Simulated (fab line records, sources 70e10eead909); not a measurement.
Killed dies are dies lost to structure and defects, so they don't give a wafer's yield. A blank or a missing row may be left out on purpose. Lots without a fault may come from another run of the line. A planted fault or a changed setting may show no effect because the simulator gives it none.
Chamber matching | flow nand_harc | NHARC_A_CHANNEL_FILL_D2_ALD_25 on ald_hk-02: 4 sister chambers
The step deposits SiOx, target thk 60 nm, pulse time 10 s, ald cycles 600. 22 wafers are shown with their chamber, then 11 later ones without.

WAFERS WITH THEIR CHAMBER
wafer  | chamber | heater_power_w (W) | precursor_pulse_height_rel
L078.1 | 1       | 526                | 0.997
L078.2 | 3       | 439                | 1.006
L078.3 | 0       | 585                | 0.997
L079.2 | 3       | 439                | 0.982
L079.4 | 2       | 372                | 1.012
L079.6 | 3       | 424                | 1.005
L080.1 | 2       | 382                | 0.992
L080.4 | 3       | 436                | 0.990
L080.6 | 2       | 378                | 0.983
L086.2 | 3       | 449                | 1.008
L086.3 | 2       | 377                | 0.984
L086.5 | 2       | 380                | 0.995
L088.4 | 3       | 440                | 1.012
L088.1 | 2       | 383                | 0.991
L088.5 | 0       | 583                | 0.990
L089.2 | 1       | 509                | 0.995
L089.1 | 2       | 389                | 0.979
L089.3 | 3       | 454                | 1.000
L089.4 | 0       | 579                | 1.019
L089.5 | 1       | 508                | 0.981
L089.6 | 2       | 378                | 0.967
L091.4 | 1       | 514                | 1.007

SIGNATURES (means of the wafers above)
reading                    | chamber 0 | chamber 1 | chamber 2 | chamber 3 | scatter within a chamber
heater_power_w             | 582.33    | 514.25    | 379.88    | 440.14    | 7.26
precursor_pulse_height_rel | 1.00200   | 0.99500   | 0.98787   | 1.00043   | 0.0123
Rule: a wafer's distance from a chamber is the root of the sum, over the readings, of the square of ((its reading less the chamber's mean) divided by the reading's scatter). The wafer belongs to the nearest chamber; if the next one is less than 2 further off, it can't be placed. The scatter: the root of (the sum of the squares of (reading less its chamber's mean) over the shown wafers, divided by (wafers less chambers)).

WAFERS WITHOUT THEIR CHAMBER
wafer  | heater_power_w (W) | precursor_pulse_height_rel
L091.2 | 585                | 1.019
L091.5 | 516                | 1.000
L095.2 | 575                | 0.989
L095.3 | 433                | 0.992
L095.6 | 495                | 0.993
L097.3 | 504                | 1.017
L097.1 | 403                | 1.011
L097.2 | 432                | 1.012
L097.4 | 567                | 1.005
L097.5 | 396                | 0.995
L097.6 | 497                | 0.965

WHICH CHAMBER EACH WENT THROUGH
wafer  | from the rows above     | in truth
L091.2 | 0                       | 0
L091.5 | 1                       | 1
L095.2 | 0                       | 0
L095.3 | 3                       | 3
L095.6 | 1                       | 1
L097.3 | 1                       | 1
L097.1 | can't be placed: 2 or 3 | 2
L097.2 | 3                       | 3
L097.4 | 0                       | 0
L097.5 | 2                       | 2
L097.6 | 1                       | 1
Placed correctly: 10 of 11. Can't be placed from these rows: 1 (the true chamber is among the candidates in 1). Placed wrongly: 0.
